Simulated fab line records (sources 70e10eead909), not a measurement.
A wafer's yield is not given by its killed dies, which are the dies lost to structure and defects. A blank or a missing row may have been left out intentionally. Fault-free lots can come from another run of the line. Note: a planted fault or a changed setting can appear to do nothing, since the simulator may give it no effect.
What tool caused it? | flow nandHarc | 42 wafers from 14 lots sampled at 4 of the route's 1302 steps

## WHAT THE GAUGES SHOWED, per wafer
No reading from a measuring or inspecting step in the record can be judged against a usual standard deviation.

## TOOL THAT RAN EACH LOT (tool first, then ch and the chambers of the sampled wafers, then the start)
lot  | NHARC_A_STAIRCASE_TRIM_224                   | NHARC_A_STAIRCASE_ETCH_230                   | NHARC_A_STAIRCASE_ETCH_232        | NHARC_A_STAIRCASE_TRIM_233
L291 | rieDiel-10 ch 0,2,3, day 16 08:17 or earlier | rieDiel-12 ch 0,2,3, day 16 08:17 or earlier | rieDiel-12 ch 0,1,3, day 16 08:17 | rieDiel-12 ch 1,3, no start
L292 | rieDiel-12 ch 0,1,3, day 17 13:49 or earlier | rieDiel-10 ch 0,2, day 17 13:49 or earlier   | rieDiel-10 ch 1,3, day 17 13:49   | rieDiel-10 ch 0,2, no start
L293 | rieDiel-10 ch 1,2,3, day 17 16:36 or earlier | rieDiel-10 ch 1,2,3, day 17 16:36 or earlier | rieDiel-10 ch 0,1,3, day 17 16:36 | rieDiel-10 ch 0,1,2, no start
L295 | rieDiel-06 ch 2,3, day 18 00:37 or earlier   | rieDiel-12 ch 1,2,3, day 18 00:37 or earlier | rieDiel-12 ch 0,2,3, day 18 00:37 | rieDiel-12 ch 0,2,3, no start
L297 | rieDiel-06 ch 1,2, day 18 12:16 or earlier   | rieDiel-06 ch 1,2, day 18 12:16 or earlier   | rieDiel-06 ch 1,2,3, day 18 12:16 | rieDiel-06 ch 1,2,3, no start
L296 | rieDiel-12 ch 0,1, day 18 12:29 or earlier   | rieDiel-12 ch 1,2,3, day 18 12:29 or earlier | rieDiel-12 ch 1,2,3, day 18 12:29 | rieDiel-12 ch 2,3, no start
L299 | rieDiel-10 ch 0,2,3, day 19 20:14 or earlier | rieDiel-10 ch 1,2,3, day 19 20:14 or earlier | rieDiel-10 ch 0,1,2, day 19 20:14 | rieDiel-10 ch 0,2,3, no start
L301 | rieDiel-10 ch 1,2,3, day 21 08:46 or earlier | rieDiel-10 ch 2,3, day 21 08:46 or earlier   | rieDiel-10 ch 0,3, day 21 08:46   | rieDiel-10 ch 0,1,2, no start
L303 | rieDiel-10 ch 1,2,3, day 21 17:42 or earlier | rieDiel-10 ch 0,1,3, day 21 17:42 or earlier | rieDiel-10 ch 0,2,3, day 21 17:42 | rieDiel-10 ch 1,2, no start
L307 | rieDiel-06 ch 0,2,3, day 22 18:55 or earlier | rieDiel-06 ch 0,3, day 22 18:55 or earlier   | rieDiel-06 ch 0,2,3, day 22 18:55 | rieDiel-06 ch 0,2, no start
L309 | rieDiel-06 ch 2,3, day 23 09:50 or earlier   | rieDiel-06 ch 0,1, day 23 09:50 or earlier   | rieDiel-06 ch 1,3, day 23 09:50   | rieDiel-06 ch 0,1,3, no start
L310 | rieDiel-06 ch 0,3, day 24 16:13 or earlier   | rieDiel-06 ch 1,2,3, day 24 16:13 or earlier | rieDiel-06 ch 0,1,3, day 24 16:13 | rieDiel-06 ch 0,3, no start
L312 | rieDiel-12 ch 1,2, day 25 01:35 or earlier   | rieDiel-12 ch 1,2, day 25 01:35 or earlier   | rieDiel-12 ch 1,2,3, day 25 01:35 | rieDiel-12 ch 2,3, no start
L313 | rieDiel-10 ch 1,2,3, day 25 16:43 or earlier | rieDiel-12 ch 0,1,3, day 25 16:43 or earlier | rieDiel-12 ch 0,2,3, day 25 16:43 | rieDiel-12 ch 2,3, no start
- NHARC_A_STAIRCASE_TRIM_224: chemistry O2, time 211.2 s.
- NHARC_A_STAIRCASE_ETCH_230: etches the open film in C4F8/O2, target depth 100 nm, time 40.5 s.
- NHARC_A_STAIRCASE_ETCH_232: etches the open film in C4F8/O2, target depth 100 nm, time 40.5 s.
- NHARC_A_STAIRCASE_TRIM_233: chemistry O2, time 211.2 s.

## WHAT THE TOOLS THEMSELVES READ (means of the sampled wafers that have a number; where no wafer has one, the mark that the record gives instead)
NHARC_A_STAIRCASE_TRIM_224. Usual: drypumpMotorCurrentA 5.7 A, standard deviation 0.52; oesProductAu 1.001 a.u., standard deviation 0.01; rfVppV 57.8 V, standard deviation 0.85; showerheadPlenumPTorr 3.49 Torr, standard deviation 0.099; throttleValvePct 17.038 %, standard deviation 0.0096.
lot  | tool       | drypumpMotorCurrentA (A) | oesProductAu (a.u.) | rfVppV (V) | showerheadPlenumPTorr (Torr) | throttleValvePct (%) | flag
L291 | rieDiel-10 | 5.5                      | 1.010               | 57.2       | 3.52                         | 17.044               | 
L292 | rieDiel-12 | 6.0                      | 0.990               | 56.9       | 3.51                         | 17.031               | 
L293 | rieDiel-10 | 5.8                      | 1.005               | 58.2       | 3.59                         | 17.043               | 
L295 | rieDiel-06 | 4.8                      | 1.004               | 58.5       | 3.54                         | 17.046               | 
L297 | rieDiel-06 | 5.6                      | 1.015               | 57.8       | 3.42                         | 17.035               | 
L296 | rieDiel-12 | 6.0                      | 0.993               | 58.1       | 3.48                         | 17.037               | 
L299 | rieDiel-10 | 5.5                      | 0.995               | 57.2       | 3.51                         | 17.032               | 
L301 | rieDiel-10 | 5.8                      | 0.987               | 57.7       | 3.57                         | 17.033               | 
L303 | rieDiel-10 | 5.8                      | 0.995               | 58.0       | 3.57                         | 17.037               | 
L307 | rieDiel-06 | 5.4                      | 1.010               | 58.3       | 3.53                         | 17.033               | 
L309 | rieDiel-06 | 4.9                      | 1.004               | 57.3       | 3.52                         | 17.038               | 
L310 | rieDiel-06 | 5.7                      | 1.004               | 57.8       | 3.49                         | 17.033               | 
L312 | rieDiel-12 | 5.9                      | 0.993               | 57.4       | 3.48                         | 17.038               | 
L313 | rieDiel-10 | 5.8                      | 0.994               | 57.7       | 3.55                         | 17.039               | 

NHARC_A_STAIRCASE_ETCH_230. Usual: oesProductAu 0.953 a.u., standard deviation 0.018; rfVppV 895 V, standard deviation 3.7.
lot  | tool       | oesProductAu (a.u.) | rfVppV (V) | flag
L291 | rieDiel-12 | 0.963               | 896        | 
L292 | rieDiel-10 | 0.962               | 892        | 
L293 | rieDiel-10 | 0.951               | 898        | 
L295 | rieDiel-12 | 0.965               | 897        | 
L297 | rieDiel-06 | 0.958               | 892        | 
L296 | rieDiel-12 | 0.938               | 896        | 
L299 | rieDiel-10 | 0.944               | 897        | 
L301 | rieDiel-10 | 0.937               | 898        | 
L303 | rieDiel-10 | 0.938               | 893        | 
L307 | rieDiel-06 | 0.950               | 894        | 
L309 | rieDiel-06 | 0.957               | 894        | 
L310 | rieDiel-06 | 0.946               | 892        | 
L312 | rieDiel-12 | 0.942               | 895        | 
L313 | rieDiel-12 | 0.961               | 894        | 

NHARC_A_STAIRCASE_ETCH_232. Usual: oesProductAu 0.948 a.u., standard deviation 0.014; rfVppV 895 V, standard deviation 3.7.
lot  | tool       | oesProductAu (a.u.) | rfVppV (V) | flag
L291 | rieDiel-12 | 0.950               | 896        | 
L292 | rieDiel-10 | 0.955               | 897        | 
L293 | rieDiel-10 | 0.944               | 893        | 
L295 | rieDiel-12 | 0.944               | 896        | 
L297 | rieDiel-06 | 0.934               | 894        | 
L296 | rieDiel-12 | 0.919               | 896        | 
L299 | rieDiel-10 | 0.933               | 894        | 
L301 | rieDiel-10 | 0.889               | 894        | OFF
L303 | rieDiel-10 | 0.873               | 894        | OFF
L307 | rieDiel-06 | 0.952               | 896        | 
L309 | rieDiel-06 | 0.951               | 892        | 
L310 | rieDiel-06 | 0.951               | 892        | 
L312 | rieDiel-12 | 0.947               | 895        | 
L313 | rieDiel-12 | 0.963               | 895        | 

NHARC_A_STAIRCASE_TRIM_233. Usual: drypumpMotorCurrentA 5.8 A, standard deviation 0.52; oesProductAu 1.002 a.u., standard deviation 0.011; rfVppV 57.7 V, standard deviation 0.9; showerheadPlenumPTorr 3.50 Torr, standard deviation 0.1; throttleValvePct 17.038 %, standard deviation 0.0089.
lot  | tool       | drypumpMotorCurrentA (A) | oesProductAu (a.u.) | rfVppV (V) | showerheadPlenumPTorr (Torr) | throttleValvePct (%) | flag
L291 | rieDiel-12 | 6.0                      | 0.991               | 58.6       | 3.56                         | 17.029               | 
L292 | rieDiel-10 | 5.9                      | 0.998               | 58.5       | 3.54                         | 17.033               | 
L293 | rieDiel-10 | 6.0                      | 1.010               | 56.8       | 3.49                         | 17.037               | 
L295 | rieDiel-12 | 6.0                      | 0.988               | 57.8       | 3.51                         | 17.028               | 
L297 | rieDiel-06 | 5.3                      | 1.013               | 57.3       | 3.46                         | 17.037               | 
L296 | rieDiel-12 | 5.9                      | 0.982               | 57.5       | 3.56                         | 17.040               | 
L299 | rieDiel-10 | 5.5                      | 1.001               | 57.6       | 3.51                         | 17.044               | 
L301 | rieDiel-10 | 6.0                      | 1.003               | 58.1       | 3.47                         | 17.038               | 
L303 | rieDiel-10 | 6.1                      | 0.988               | 57.7       | 3.59                         | 17.040               | 
L307 | rieDiel-06 | 5.8                      | 1.017               | 58.1       | 3.57                         | 17.034               | 
L309 | rieDiel-06 | 5.9                      | 1.007               | 57.5       | 3.45                         | 17.041               | 
L310 | rieDiel-06 | 5.7                      | 1.015               | 56.7       | 3.49                         | 17.032               | 
L312 | rieDiel-12 | 5.9                      | 0.997               | 57.5       | 3.53                         | 17.034               | 
L313 | rieDiel-12 | 5.9                      | 1.003               | 58.0       | 3.52                         | 17.039               | 

## THE ANSWER, worked out from the rows above alone
Rule: lot off if the mean of its wafers having a number is beyond 3 standard deviations from the usual mean. Also off: a lot with no number at a reading for which 4 or more lots have one. The other lots that the step has rows for count as sound. After the gauges, taken in route order, come the tools' own readings; for these a lot's mean is taken, as printed above. At the first step where some lot is off, the reading lying furthest off is the one used; lots without a number count as furthest.
Off, at NHARC_A_STAIRCASE_ETCH_232 on oesProductAu: L301, L303.
If a tool, at that step or one of the process steps before it, ran each lot that is off and ran no sound lot following the first of them, it fits. With no start given for some of its lots, NHARC_A_STAIRCASE_TRIM_224 uses the hours and lot order of NHARC_A_STAIRCASE_ETCH_232. With no start given for some of its lots, NHARC_A_STAIRCASE_ETCH_230 uses the hours and lot order of NHARC_A_STAIRCASE_ETCH_232. One fits: rieDiel-10 at NHARC_A_STAIRCASE_ETCH_230 and NHARC_A_STAIRCASE_ETCH_232. At NHARC_A_STAIRCASE_ETCH_230 its last sound lot is L299 (day 19 20:14), its first lot that is off L301 (day 21 08:46): a fault that began between those two fits.

## WHAT THE SIMULATOR HAD PUT IN
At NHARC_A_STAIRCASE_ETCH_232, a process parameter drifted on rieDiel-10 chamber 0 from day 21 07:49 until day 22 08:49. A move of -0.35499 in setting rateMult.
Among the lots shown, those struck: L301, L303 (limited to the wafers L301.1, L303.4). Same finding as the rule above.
